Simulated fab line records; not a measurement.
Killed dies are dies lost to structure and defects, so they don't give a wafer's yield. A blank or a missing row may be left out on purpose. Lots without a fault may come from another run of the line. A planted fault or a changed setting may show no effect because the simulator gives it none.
fab line records ; flow n5Finfet
record: lots: 7; wafers: 21
route steps=1938 shown SD_EPI_N@288 SD_EPI_P@323 SD_ACTIVATION@330 SDB@373 DUMMY_REMOVAL@377 HKMG_FIN@428 GATE_CUT@478 MOL_CONTACT_COAG@519
startH: hours from the record's opening day to when the first of the lot's shown wafers began ; waitH: hours elapsed since this lot's preceding step ; " same as the row above ; L1.1+2: one row covering several wafers at once ; - no value present, or no start provided ; * or withheld: withheld ; < > ~ a bound
route shown NAME@n: NAME is a module with steps in the file, n the number in the route of the first one ; usual: mean and standard deviation over wafers with no fault ; same: alike in all rows ; chamber/n: place in a boat ; sites: the reading at each site ; _std_site: their standard deviation ; _edge_site: the outer-site mean with the inner-site mean subtracted ; radiusMm: how far each site lies from the wafer's centre ; mask NAME#n: copy n ; behind: tool/chamber where the wafer was last shaped ; hold: why the lot was held/for how many hours/how that ended ; device: names the non-switching transistor (n, p or np) ; end of line: tests of these same wafers at the route's end ; a step given without rows: its recipe and nothing more ; killed: at the first sort, the dies lost to defects and structure; wafer yield is something else ; map: shows each die of a wafer: x if killed, . if not, _ if none is there
set.NAME: setting as actually run; set.NAME@STEP: the setting as run at that earlier step ; model.NAME: the simulator's own value behind a step, which no gauge read
lots where settings were altered on purpose, with a table for each step and a row for each wafer
== steps ==
step: N5_SD_EPI_N_EPI_21
recipe: material: Si:P; dopant: P; tempC: 680; pressureTorr: 255; timeS: 690
lot.wafer;tool;chamber;startH;waitH;set.tempC;model.Si-P_of_SD_EPI_N_EPI_21.thkNm
L074.4;epiRpcvd-03;0;52.63;0.9;682;61
L074.5;epiRpcvd-03;0;52.63;0.9;680;59.8
L074.6;epiRpcvd-03;0;52.63;0.9;682;61.2
L075.2;epiRpcvd-02;0;59.63;0.5;677.6;56.6
L075.3;epiRpcvd-02;0;59.63;0.5;680;58.8
L075.4;epiRpcvd-02;0;59.63;0.5;680;58.6
L084.3;epiRpcvd-03;0;112.94;0.9;680;59.4
L084.5;epiRpcvd-03;0;112.94;0.9;680;58.4
L084.6;epiRpcvd-03;0;112.94;0.9;680;59.2
L088.1;epiRpcvd-03;0;137.55;0.1;680;60.4
L088.3;epiRpcvd-03;0;137.55;0.1;680;59.8
L088.5;epiRpcvd-03;0;137.55;0.1;684.6;64.4
L091.1;epiRpcvd-04;0;151.47;0.1;680;58
L091.2;epiRpcvd-04;0;151.47;0.1;680;59.4
L091.5;epiRpcvd-04;0;151.47;0.1;680;57.6
L093.1;epiRpcvd-04;0;164.60;0.1;680;58.4
L093.2;epiRpcvd-04;0;164.60;0.1;680;58.2
L093.5;epiRpcvd-04;0;164.60;0.1;680;58.8
L097.4;epiRpcvd-03;0;192.05;1.2;682.3;61.8
L097.5+6;epiRpcvd-03;0;192.05;1.2;682.3;61.6
step: N5_SD_EPI_N_PRECLEAN_24
recipe: chemistry: O3/DIW; timeS: 60; tempC: 22; o3Ppm: 10
lot.wafer;tool;chamber;startH;waitH;set.tempC@SD_EPI_N_EPI_21;model.Si-P_of_SD_EPI_N_EPI_21.thkNm
L074.4;wetBench-04;6;53.55;0.0;682;60.6
L074.5;wetBench-04;0;53.55;0.0;680;59.4
L074.6;wetBench-04;7;53.55;0.0;682;60.8
L075.2;wetBench-04;1;61.57;0.0;677.6;56.2
L075.3;wetBench-04;5;61.57;0.0;680;58.4
L075.4;wetBench-04;2;61.57;0.0;680;58.2
L084.3;wetBench-04;5;114.51;0.0;680;59
L084.5;wetBench-04;2;114.51;0.0;680;58
L084.6;wetBench-04;6;114.51;0.0;680;58.8
L088.1;wetBench-04;6;139.30;0.0;680;60
L088.3;wetBench-04;2;139.30;0.0;680;59.4
L088.5;wetBench-04;7;139.30;0.0;684.6;63.8
L091.1;wetBench-04;3;153.24;0.0;680;57.6
L091.2;wetBench-04;7;153.24;0.0;680;59
L091.5;wetBench-04;0;153.24;0.0;680;57.2
L093.1;wetBench-02;4;166.35;0.0;680;58
L093.2;wetBench-02;7;166.35;0.0;680;57.8
L093.5;wetBench-02;1;166.35;0.0;680;58.4
L097.4;wetBench-01;0;193.26;0.0;682.3;61.4
L097.5+6;wetBench-01;5,6;193.26;0.0;682.3;61.2
step: N5_SD_EPI_N_SRD_25
recipe: timeS: 30; tempC: 23; rinseLiquid: diw; dry: ipaMarangoni
step: N5_SD_EPI_N_PRECLEAN_49
recipe: chemistry: NF3:NH3; afsCycles: 1; tempC: 30; timeS: 20; sublimationTempC: 180; sublimationTimeS: 60; pressureTorr: 3; rfPowerW: 30
step: N5_SD_EPI_P_HM_STRIP_48
recipe: chemistry: H3PO4; tempC: 160; material: SiNx; target: SiNx; targetDepthA: 30; overetchFraction: 0.3
step: N5_SD_EPI_P_SRD_49
recipe: dry: ipaMarangoni; timeS: 30; tempC: 23; rinseLiquid: diw
step: N5_SD_EPI_P_PRECLEAN_24
recipe: chemistry: O3/DIW; timeS: 45; tempC: 22; o3Ppm: 10
lot.wafer;tool;chamber;startH;waitH;set.tempC@SD_EPI_N_EPI_21;model.Si-P_of_SD_EPI_N_EPI_21.thkNm
L074.4;wetBench-05;6;58.21;0.0;682;60.2
L074.5;wetBench-05;1;58.21;0.0;680;58.8
L074.6;wetBench-05;4;58.21;0.0;682;60.4
L075.2;wetBench-05;4;66.22;0.0;677.6;55.8
L075.3;wetBench-05;7;66.22;0.0;680;58
L075.4;wetBench-05;1;66.22;0.0;680;57.8
L084.3;wetBench-06;1;119.17;0.0;680;58.6
L084.5;wetBench-06;0;119.17;0.0;680;57.6
L084.6;wetBench-06;5;119.17;0.0;680;58.4
L088.1;wetBench-03;2;143.97;0.0;680;59.6
L088.3;wetBench-03;3;143.97;0.0;680;59
L088.5;wetBench-03;4;143.97;0.0;684.6;63.4
L091.1;wetBench-06;4;158.61;0.0;680;57.2
L091.2;wetBench-06;5;158.61;0.0;680;58.6
L091.5;wetBench-06;2;158.61;0.0;680;56.8
L093.1;wetBench-03;5;172.18;0.0;680;57.6
L093.2;wetBench-03;1;172.18;0.0;680;57.4
L093.5;wetBench-03;7;172.18;0.0;680;58
L097.4;wetBench-03;2;198.87;0.0;682.3;61
L097.5;wetBench-03;1;198.87;0.0;682.3;60.6
L097.6;wetBench-03;4;198.87;0.0;682.3;60.8
step: N5_SD_EPI_P_PRECLEAN_32
recipe: chemistry: dHF; timeS: 10; dilution: 500:1; tempC: 25
step: N5_SD_EPI_P_PRECLEAN_33
recipe: chemistry: SC2; timeS: 45; tempC: 35; mix: 1:1:50
step: N5_SD_ACTIVATION_RTA_00
recipe: tempC: 975; timeS: 0; ambient: N2; idleTempC: 600; rampUpCPerS: 150; rampDownCPerS: 60; coolToC: 600
step: N5_SD_ACTIVATION_LSA_01
recipe: tempC: 1080; timeS: 0.0008; ambient: N2
step: N5_SD_ACTIVATION_RS_MEAS_03
recipe: thkMeasGauge: four-point-probe
usual: RS_SD_N: 21.87/0.28; RS_SD_P: 56.1/0.86
lot.wafer;tool;chamber;startH;waitH;set.tempC@SD_EPI_N_EPI_21;RS_SD_N[ohm/sq];RS_SD_P[ohm/sq]
L074.4;filmMetro-02;-;58.80;0.1;682;21.36;56.8
L074.5;filmMetro-02;-;58.80;0.1;680;21.95;56.5
L074.6;filmMetro-02;-;58.80;0.1;682;21.44;57.1
L075.2;filmMetro-02;-;66.74;0.2;677.6;22.75;57.3
L075.3;filmMetro-02;-;66.74;0.2;680;21.87;57.6
L075.4;filmMetro-02;-;66.74;0.2;680;21.84;56.9
L084.3;filmMetro-01;-;119.84;0.2;680;21.80;55.2
L084.5;filmMetro-01;-;119.84;0.2;680;21.97;55.2
L084.6;filmMetro-01;-;119.84;0.2;680;21.61;55.1
L088.1;filmMetro-01;-;144.73;0.2;680;21.59;54.7
L088.3;filmMetro-01;-;144.73;0.2;680;21.37;54.4
L088.5;filmMetro-01;-;144.73;0.2;684.6;20.46;55.6
L091.1;filmMetro-02;-;159.26;0.2;680;22.25;56.3
L091.2;filmMetro-02;-;159.26;0.2;680;21.64;56.7
L091.5;filmMetro-02;-;159.26;0.2;680;22.34;56.7
L093.1;filmMetro-01;-;172.68;0.2;680;22.14;56.7
L093.2;filmMetro-01;-;172.68;0.2;680;22.18;56.1
L093.5;filmMetro-01;-;172.68;0.2;680;22.11;57.3
L097.4;filmMetro-02;-;199.43;0.1;682.3;21.05;55.4
L097.5;filmMetro-02;-;199.43;0.1;682.3;21.10;54.6
L097.6;filmMetro-02;-;199.43;0.1;682.3;21.11;55.3
step: N5_SDB_ALD_29
recipe: material: SiNx; targetThkA: 300; tempC: 400; aldPrecursorFamily: SiH2I2; aldCoReactant: N2/H2-plasma; pulseTimeS: 1; aldCycles: 600; purgeTimeS: 2; coReactantPurgeTimeS: 2; pressureTorr: 2
lot.wafer;tool;chamber;startH;waitH;set.aldCycles;model.SiNx_of_SDB_ALD_29.thkNm
L074.4;aldSin-03;2;69.13;0.3;523;26.4
L074.5;aldSin-03;3;70.49;1.7;600;30.2
L074.6;aldSin-03;0;70.49;1.7;523;26
L075.2;aldSin-03;1;74.82;0.0;508;25.4
L075.3;aldSin-03;3;74.82;0.0;508;25.6
L075.4;aldSin-03;0;74.82;0.0;600;30
L084.3+5+6;aldSin-02;2,0,1;127.93;0.0;600;30
L088.1+5;aldSin-01;3;153.19;0.0;600;29.8
L088.3;aldSin-01;2;153.19;0.0;550;27.2
L091.1;aldSin-02;3;167.23;0.0;600;30
L091.2;aldSin-02;0;167.23;0.0;575;28.8
L091.5;aldSin-02;2;168.59;1.4;600;30.2
L093.1;aldSin-01;0;181.88;1.1;642;32
L093.2+5;aldSin-01;1;181.88;1.1;600;30.2
L097.4;aldSin-02;3;207.59;0.0;522;25.8
L097.5;aldSin-02;0;208.94;1.4;600;30
L097.6;aldSin-02;1;208.94;1.4;522;26
step: N5_DUMMY_REMOVAL_HM_STRIP_01
recipe: chemistry: CH3F/O2; material: SiNx; targetDepthA: 40; stopOn: poly-Si; timeS: 6.8; overEtchFrac: 0.3; ionEnergyEv: 60; powerW: 410; biasW: 29; Ar_flow_sccm: 150; CH3F_flow_sccm: 30; O2_flow_sccm: 20
lot.wafer;tool;chamber;startH;waitH;set.timeS;set.aldCycles@SDB_ALD_29;model.SiNx_of_SDB_ALD_29.thkNm
L074.4;rieDiel-03;2;72.24;0.0;6.369;523;25.8
L074.5;rieDiel-03;3;72.24;0.0;6.8;600;29.4
L074.6;rieDiel-03;0;72.24;0.0;6.8;523;25.4
L075.2;rieDiel-04;1;77.91;0.0;6.8;508;25
L075.3;rieDiel-04;0;77.91;0.0;5.536;508;25.2
L075.4;rieDiel-04;3;77.91;0.0;5.536;600;29.6
L084.3;rieDiel-06;1;131.02;0.0;6.8;600;29.2
L084.5+6;rieDiel-06;1,0;131.02;0.0;6.8;600;29.4
L088.1+5;rieDiel-03;2;156.49;0.2;6.8;600;29.2
L088.3;rieDiel-03;3;156.49;0.2;6.8;550;26.8
L091.1;rieDiel-04;2;170.32;0.0;7.296;600;29.2
L091.2;rieDiel-04;0;170.32;0.0;6.8;575;28.2
L091.5;rieDiel-04;1;170.32;0.0;6.8;600;29.6
L093.1;rieDiel-06;2;185.02;0.1;6.8;642;31.2
L093.2+5;rieDiel-06;0,3;185.02;0.1;6.8;600;29.6
L097.4+6;rieDiel-06;0,3;210.70;0.0;6.8;522;25.4
L097.5;rieDiel-06;2;210.70;0.0;6.8;600;29.4
step: N5_HKMG_FIN_PEB_10
recipe: pebTempC: withheld; pebTimeS: 60; resist: CAR-ArF
lot.wafer;tool;chamber;startH;waitH;set.pebTimeS
L074.4;lithoTrack-04;0;76.96;0.0;60
L074.5+6;lithoTrack-04;0;76.96;0.0;51.65
L075.2+4;lithoTrack-02;0;83.09;0.0;60
L075.3;lithoTrack-02;0;83.09;0.0;53.81
L084.3+5+6;lithoTrack-02;0;136.71;0.0;60
L088.1;lithoTrack-04;0;161.82;0.1;60
L088.3+5;lithoTrack-04;0;161.82;0.1;73.36
L091.1+5;lithoTrack-04;0;175.23;0.1;66.99
L091.2;lithoTrack-04;0;175.23;0.1;60
L093.1+5;lithoTrack-05;0;190.07;0.1;60
L093.2;lithoTrack-05;0;190.07;0.1;72.97
L097.4+6;lithoTrack-02;0;216.07;0.0;60
L097.5;lithoTrack-02;0;216.07;0.0;71.94
step: N5_HKMG_FIN_DEVELOP_11
recipe: developTimeS: 30; developer: TMAH; resist: CAR-ArF; devTempC: 23; rinseLiquid: diw; dry: airSpin
lot.wafer;tool;chamber;startH;waitH;set.developTimeS
L074.4+5+6;lithoTrack-04;0;-;-;30
L075.2+3+4;lithoTrack-02;0;-;-;30
L084.3+5+6;lithoTrack-02;0;-;-;30
L088.1+3;lithoTrack-04;0;-;-;30
L088.5;lithoTrack-04;0;-;-;24.59
L091.1+5;lithoTrack-04;0;-;-;24.51
L091.2;lithoTrack-04;0;-;-;30
L093.1+2;lithoTrack-05;0;-;-;34.54
L093.5;lithoTrack-05;0;-;-;30
L097.4+5;lithoTrack-02;0;-;-;35.46
L097.6;lithoTrack-02;0;-;-;30
step: N5_HKMG_FIN_CD_MEAS_12
recipe: targetCdNm: 92.8; landingEnergyEv: 500; detector: seInlens
usual: cdNm: 93.0/0.94
lot.wafer;tool;chamber;startH;waitH;set.pebTimeS@HKMG_FIN_PEB_10;cdNm
L074.4;cdSem-03;0;77.03;-;60;91.6
L074.5;cdSem-03;0;77.03;-;51.65;88.3
L074.6;cdSem-03;0;77.03;-;51.65;88.4
L075.2;cdSem-03;0;83.16;-;60;92.7
L075.3;cdSem-03;0;83.16;-;53.81;88.0
L075.4;cdSem-03;0;83.16;-;60;93.7
L084.3;cdSem-02;0;136.78;-;60;92.3
L084.5;cdSem-02;0;136.78;-;60;93.4
L084.6;cdSem-02;0;136.78;-;60;91.1
L088.1;cdSem-02;0;161.88;-;60;92.2
L088.3;cdSem-02;0;161.88;-;73.36;100.6
L088.5;cdSem-02;0;161.88;-;73.36;98.8
L091.1;cdSem-01;0;175.30;-;66.99;97.9
L091.2;cdSem-01;0;175.30;-;60;93.3
L091.5;cdSem-01;0;175.30;-;66.99;96.7
L093.1;cdSem-01;0;190.14;-;60;93.8
L093.2;cdSem-01;0;190.14;-;72.97;100.0
L093.5;cdSem-01;0;190.14;-;60;94.2
L097.4;cdSem-03;0;216.14;-;60;93.2
L097.5;cdSem-03;0;216.14;-;71.94;100.5
L097.6;cdSem-03;0;216.14;-;60;91.6
step: N5_GATE_CUT_COAT_34
recipe: resist: SOC; tempC: 250; timeS: 60; spinRpm: 1500; resistThkNm: 60
lot.wafer;tool;chamber;startH;waitH;set.spinRpm;model.SOC_of_GATE_CUT_COAT_34.thkNm
L074.4+5;lithoTrack-02;0;85.38;0.0;1500;60
L074.6;lithoTrack-02;0;85.38;0.0;1500;60.2
L075.2;lithoTrack-02;0;90.97;0.0;1500;59.6
L075.3+4;lithoTrack-02;0;90.97;0.0;1629;57.6
L084.3+5+6;lithoTrack-01;0;145.04;0.0;1500;60
L088.1;lithoTrack-02;0;170.02;0.0;1376;62.4
L088.3;lithoTrack-02;0;170.02;0.0;1500;59.8
L088.5;lithoTrack-02;0;170.02;0.0;1500;60
L091.1;lithoTrack-01;0;184.28;0.0;1592;58.2
L091.2;lithoTrack-01;0;184.28;0.0;1500;60
L091.5;lithoTrack-01;0;184.28;0.0;1500;60.2
L093.1;lithoTrack-02;0;198.14;0.0;1500;59.8
L093.2;lithoTrack-02;0;198.14;0.0;1437;61.2
L093.5;lithoTrack-02;0;198.14;0.0;1500;59.6
L097.4;lithoTrack-01;0;224.63;0.0;1500;60.2
L097.5+6;lithoTrack-01;0;224.63;0.0;1451;61.2
step: N5_GATE_CUT_COAT_27
recipe: resist: underlayer; tempC: 205; timeS: 60; spinRpm: 1500; resistThkNm: 10
lot.wafer;tool;chamber;startH;waitH;set.spinRpm;model.underlayer_of_GATE_CUT_COAT_27.thkNm
L074.4;lithoTrack-02;0;-;-;1500;9.8
L074.5;lithoTrack-02;0;-;-;1373;10.4
L074.6;lithoTrack-02;0;-;-;1500;10
L075.2+3+4;lithoTrack-02;0;-;-;1500;10
L084.3+5+6;lithoTrack-01;0;-;-;1500;10
L088.1+3;lithoTrack-02;0;-;-;1500;10
L088.5;lithoTrack-02;0;-;-;1573;9.6
L091.1+2+5;lithoTrack-01;0;-;-;1500;10
L093.1+2;lithoTrack-02;0;-;-;1500;10
L093.5;lithoTrack-02;0;-;-;1443;10.2
L097.4+5+6;lithoTrack-01;0;-;-;1641;9.6
step: N5_GATE_CUT_COAT_07
recipe: resist: CAR-EUV; spinRpm: 1500; resistThkNm: 30
step: N5_GATE_CUT_EBR_09
recipe: solvent: PGMEA; ebrWidthMm: 1.5
step: N5_GATE_CUT_DESCUM_18
recipe: chemistry: O2; timeS: 7; sourcePowerW: 50; biasPowerW: 20; pressureMtorr: 20; rfFrequencyHz: 2.712e+07; tempC: 40; resist: CAR-EUV; o2FlowSccm: 225
step: N5_GATE_CUT_ETCH_28
recipe: chemistry: N2/H2; target: underlayer; targetDepthA: 130; maskMaterial: CAR-EUV; timeS: 10.4; ionEnergyEv: 200; pressureMtorr: 30; sourceW: 840; biasW: 150; n2FlowSccm: 200; h2FlowSccm: 200; ends: cleared
lot.wafer;tool;chamber;startH;waitH;set.spinRpm@GATE_CUT_COAT_27;model.etch.depthNm
L074.4;rieDiel-04;0;85.80;0.0;1500;9.888
L074.5;rieDiel-04;2;85.80;0.0;1373;10.36
L074.6;rieDiel-04;3;85.80;0.0;1500;9.941
L075.2;rieDiel-04;2;91.52;0.0;1500;9.954
L075.3;rieDiel-04;3;91.52;0.0;1500;9.932
L075.4;rieDiel-04;3;91.52;0.0;1500;9.946
L084.3;rieDiel-06;1;145.46;0.0;1500;9.971
L084.5;rieDiel-06;1;145.46;0.0;1500;9.978
L084.6;rieDiel-06;0;145.46;0.0;1500;9.992
L088.1;rieDiel-06;2;170.57;0.0;1500;9.976
L088.3;rieDiel-06;3;170.57;0.0;1500;9.972
L088.5;rieDiel-06;3;170.57;0.0;1573;9.689
L091.1;rieDiel-04;0;184.79;0.0;1500;9.991
L091.2;rieDiel-04;2;184.79;0.0;1500;9.977
L091.5;rieDiel-04;3;184.79;0.0;1500;9.988
L093.1;rieDiel-04;2;198.69;0.0;1500;10.02
L093.2;rieDiel-04;0;198.69;0.0;1500;9.988
L093.5;rieDiel-04;3;198.69;0.0;1443;10.2
L097.4;rieDiel-03;1;225.18;0.0;1641;9.623
L097.5;rieDiel-03;3;225.18;0.0;1641;9.629
L097.6;rieDiel-03;0;225.18;0.0;1641;9.587
step: N5_GATE_CUT_ETCH_36
recipe: chemistry: CF4; target: SiARC; targetDepthA: 130; maskMaterial: CAR-EUV; timeS: 21.7; ionEnergyEv: 80; pressureMtorr: 40; sourceW: 545; biasW: 36; Ar_flow_sccm: 100; cf4FlowSccm: 100; ends: cleared
step: N5_GATE_CUT_ETCH_37
recipe: chemistry: N2/H2; target: SOC; targetDepthA: 600; overetchA: 120; maskMaterial: SiARC; tempC: 40; timeS: 90; ionEnergyEv: 200; pressureMtorr: 30; sourceW: 840; biasW: 150; n2FlowSccm: 200; h2FlowSccm: 200
lot.wafer;tool;chamber;startH;waitH;set.spinRpm@GATE_CUT_COAT_34;model.etch.depthNm
L074.4;rieDiel-04;0;85.88;0.0;1500;60
L074.5;rieDiel-04;3;85.88;0.0;1500;60.08
L074.6;rieDiel-04;2;85.88;0.0;1500;60.1
L075.2;rieDiel-04;2;91.56;0.0;1500;59.58
L075.3;rieDiel-04;3;91.56;0.0;1629;57.53
L075.4;rieDiel-04;3;91.56;0.0;1629;57.59
L084.3;rieDiel-06;1;145.51;0.0;1500;60.04
L084.5;rieDiel-06;1;145.51;0.0;1500;60.09
L084.6;rieDiel-06;0;145.51;0.0;1500;60.05
L088.1;rieDiel-06;2;170.62;0.0;1376;62.3
L088.3;rieDiel-06;3;170.62;0.0;1500;59.78
L088.5;rieDiel-06;3;170.62;0.0;1500;59.98
L091.1;rieDiel-04;0;184.84;0.0;1592;58.25
L091.2;rieDiel-04;2;184.84;0.0;1500;59.99
L091.5;rieDiel-04;3;184.84;0.0;1500;60.22
L093.1;rieDiel-04;2;198.74;0.0;1500;59.79
L093.2;rieDiel-04;0;198.74;0.0;1437;61.23
L093.5;rieDiel-04;3;198.74;0.0;1500;59.64
L097.4;rieDiel-03;1;225.22;0.0;1500;60.17
L097.5;rieDiel-03;3;225.22;0.0;1451;61.18
L097.6;rieDiel-03;0;225.22;0.0;1451;61.1
step: N5_GATE_CUT_ALD_22
recipe: material: SiNx; targetThkA: 160; tempC: 400; aldPrecursorFamily: SiH2I2; aldCoReactant: N2/H2-plasma; pulseTimeS: 1; aldCycles: 320; purgeTimeS: 2; coReactantPurgeTimeS: 2; pressureTorr: 2
lot.wafer;tool;chamber;startH;waitH;set.aldCycles;model.SiNx_of_GATE_CUT_ALD_22.thkNm
L074.4+5;aldSin-01;3,0;86.61;0.0;320;16
L074.6;aldSin-01;3;86.61;0.0;358;18
L075.2;aldSin-02;0;92.33;0.0;320;15.8
L075.3;aldSin-02;2;92.33;0.0;320;16
L075.4;aldSin-02;1;92.33;0.0;344;17
L084.3;aldSin-04;2;146.27;0.0;320;16
L084.5;aldSin-04;1;146.27;0.0;320;15.8
L084.6;aldSin-04;2;146.27;0.0;320;16.2
L088.1;aldSin-01;0;171.38;0.0;300;15
L088.3;aldSin-01;2;171.38;0.0;320;15.8
L088.5;aldSin-01;1;171.38;0.0;300;14.8
L091.1;aldSin-02;2;185.61;0.0;286;14.4
L091.2;aldSin-02;1;185.61;0.0;320;16
L091.5;aldSin-02;1;185.61;0.0;320;15.8
L093.1+2+5;aldSin-02;3,2,2;199.49;0.0;320;16
L097.4;aldSin-04;2;225.98;0.0;362;18.2
L097.5+6;aldSin-04;0,1;225.98;0.0;320;16
step: N5_GATE_CUT_CMP_23
recipe: stopOn: SiO2; tOverpolishS: 23.4; postCmpClean: alkalineBrush; downForcePsi: 2.5; platenRpm: 51.8; padVelocityMS: 1.0307; targetThkNm: 16
lot.wafer;tool;chamber;startH;waitH;set.aldCycles@GATE_CUT_ALD_22;model.SiNx_of_GATE_CUT_ALD_22.thkNm
L074.4+5;cmp-02;1,2;88.21;0.9;320;16
L074.6;cmp-02;3;88.21;0.9;358;14.8
L075.4;cmp-04;1;93.82;0.8;344;15.8
L075.2;cmp-04;3;93.82;0.8;320;15.8
L075.3;cmp-04;0;93.82;0.8;320;16
L084.3;cmp-01;1;147.79;0.8;320;16
L084.6;cmp-01;0;147.79;0.8;320;16.2
L084.5;cmp-01;1;147.79;0.8;320;15.8
L088.1;cmp-04;0;173.07;1.0;300;15
L088.3;cmp-04;1;173.07;1.0;320;15.8
L088.5;cmp-04;3;173.07;1.0;300;14.8
L091.1;cmp-04;1;187.14;0.8;286;14.4
L091.2;cmp-04;0;187.14;0.8;320;16
L091.5;cmp-04;2;187.14;0.8;320;15.8
L093.1+2+5;cmp-04;2,0,3;201.24;1.0;320;16
L097.4;cmp-02;0;227.47;0.8;362;14.4
L097.5+6;cmp-02;0,1;227.47;0.8;320;16
step: N5_MOL_CONTACT_COAG_COAT_58
recipe: resist: underlayer; tempC: 205; timeS: 60; spinRpm: 1500; resistThkNm: 10
lot.wafer;tool;chamber;startH;waitH;set.spinRpm;model.underlayer_of_MOL_CONTACT_COAG_COAT_58.thkNm
L074.4+5;lithoTrack-03;0;-;-;1500;10
L074.6;lithoTrack-03;0;-;-;1601;9.6
L075.2+3+4;lithoTrack-03;0;-;-;1500;10
L084.3+5+6;lithoTrack-03;0;-;-;1500;10
L088.1+3+5;lithoTrack-03;0;-;-;1500;10
L091.1+2+5;lithoTrack-04;0;-;-;1428;10.2
L093.1+2;lithoTrack-05;0;-;-;1500;10
L093.5;lithoTrack-05;0;-;-;1563;9.8
L097.4+6;lithoTrack-04;0;-;-;1648;9.6
L097.5;lithoTrack-04;0;-;-;1500;10
step: N5_MOL_CONTACT_COAG_COAT_02
recipe: resist: CAR-EUV; spinRpm: 1500; resistThkNm: 30
step: N5_MOL_CONTACT_COAG_EBR_04
recipe: solvent: PGMEA; ebrWidthMm: 1.5
step: N5_MOL_CONTACT_COAG_DESCUM_13
recipe: chemistry: O2; timeS: 7; sourcePowerW: 50; biasPowerW: 20; pressureMtorr: 20; rfFrequencyHz: 2.712e+07; tempC: 40; resist: CAR-EUV; o2FlowSccm: 225
step: N5_MOL_CONTACT_COAG_ETCH_59
recipe: chemistry: N2/H2; target: underlayer; targetDepthA: 130; maskMaterial: CAR-EUV; timeS: 10.4; ionEnergyEv: 200; pressureMtorr: 30; sourceW: 840; biasW: 150; n2FlowSccm: 200; h2FlowSccm: 200; ends: cleared
lot.wafer;tool;chamber;startH;waitH;set.spinRpm@MOL_CONTACT_COAG_COAT_58;model.etch.depthNm
L074.4+5;rieDiel-05;1;89.59;0.0;1500;10.01
L074.6;rieDiel-05;0;89.59;0.0;1601;9.675
L075.2;rieDiel-01;0;95.43;0.0;1500;9.951
L075.3;rieDiel-01;1;95.43;0.0;1500;9.999
L075.4;rieDiel-01;2;95.43;0.0;1500;9.985
L084.3+6;rieDiel-02;3,2;149.37;0.0;1500;10.02
L084.5;rieDiel-02;3;149.37;0.0;1500;10.01
L088.1;rieDiel-02;0;174.68;0.0;1500;10.02
L088.3;rieDiel-02;3;174.68;0.0;1500;10.01
L088.5;rieDiel-02;3;174.68;0.0;1500;10.04
L091.1;rieDiel-01;0;188.75;0.0;1428;10.25
L091.2;rieDiel-01;1;188.75;0.0;1428;10.27
L091.5;rieDiel-01;0;188.75;0.0;1428;10.23
L093.1;rieDiel-02;1;202.73;0.0;1500;10.03
L093.2;rieDiel-02;2;202.73;0.0;1500;9.997
L093.5;rieDiel-02;0;202.73;0.0;1563;9.81
L097.4;rieDiel-01;3;229.95;0.0;1648;9.56
L097.5;rieDiel-01;1;229.95;0.0;1500;9.984
L097.6;rieDiel-01;0;229.95;0.0;1648;9.525
== key ==
split: step: N5_SD_EPI_N_EPI_21; setting: tempC; stated: 680; by: wafer
response: step: N5_SD_EPI_N_EPI_21; reading: model.Si-P_of_SD_EPI_N_EPI_21.thkNm; change: +6.03; per: 1%; r: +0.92
response: step: N5_SD_EPI_N_PRECLEAN_24; reading: model.Si-P_of_SD_EPI_N_EPI_21.thkNm; change: +5.83; per: 1%; r: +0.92
response: step: N5_SD_EPI_P_PRECLEAN_24; reading: model.Si-P_of_SD_EPI_N_EPI_21.thkNm; change: +5.92; per: 1%; r: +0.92
response: step: N5_SD_ACTIVATION_RS_MEAS_03; reading: RS_SD_N; change: -1.75; per: 1%; r: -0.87
split: step: N5_SDB_ALD_29; setting: aldCycles; stated: 600; by: wafer
response: step: N5_SDB_ALD_29; reading: model.SiNx_of_SDB_ALD_29.thkNm; change: +0.303; per: 1%; r: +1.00
response: step: N5_DUMMY_REMOVAL_HM_STRIP_01; reading: model.SiNx_of_SDB_ALD_29.thkNm; change: +0.292; per: 1%; r: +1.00
split: step: N5_DUMMY_REMOVAL_HM_STRIP_01; setting: timeS; stated: 6.8; by: wafer
response none clear
split: step: N5_HKMG_FIN_PEB_10; setting: pebTimeS; stated: 60; by: wafer
response: step: N5_HKMG_FIN_CD_MEAS_12; reading: cdNm; change: +0.336; per: 1%; r: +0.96
split: step: N5_HKMG_FIN_DEVELOP_11; setting: developTimeS; stated: 30; by: wafer
response none clear
split: step: N5_GATE_CUT_COAT_34; setting: spinRpm; stated: 1500; by: wafer
response: step: N5_GATE_CUT_COAT_34; reading: model.SOC_of_GATE_CUT_COAT_34.thkNm; change: -0.284; per: 1%; r: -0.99
response: step: N5_GATE_CUT_ETCH_37; reading: model.etch.depthNm; change: -0.28; per: 1%; r: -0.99
split: step: N5_GATE_CUT_COAT_27; setting: spinRpm; stated: 1500; by: wafer
response: step: N5_GATE_CUT_COAT_27; reading: model.underlayer_of_GATE_CUT_COAT_27.thkNm; change: -0.0632; per: 1%; r: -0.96
response: step: N5_GATE_CUT_ETCH_28; reading: model.etch.depthNm; change: -0.0537; per: 1%; r: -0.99
split: step: N5_GATE_CUT_ALD_22; setting: aldCycles; stated: 320; by: wafer
response: step: N5_GATE_CUT_ALD_22; reading: model.SiNx_of_GATE_CUT_ALD_22.thkNm; change: +0.158; per: 1%; r: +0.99
response: step: N5_GATE_CUT_CMP_23; reading: model.SiNx_of_GATE_CUT_ALD_22.thkNm; shape: bent; atLowest: 14.4; atStated: 15.96; atHighest: 14.4
split: step: N5_MOL_CONTACT_COAG_COAT_58; setting: spinRpm; stated: 1500; by: wafer
response: step: N5_MOL_CONTACT_COAG_COAT_58; reading: model.underlayer_of_MOL_CONTACT_COAG_COAT_58.thkNm; change: -0.0467; per: 1%; r: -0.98
response: step: N5_MOL_CONTACT_COAG_ETCH_59; reading: model.etch.depthNm; change: -0.0466; per: 1%; r: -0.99
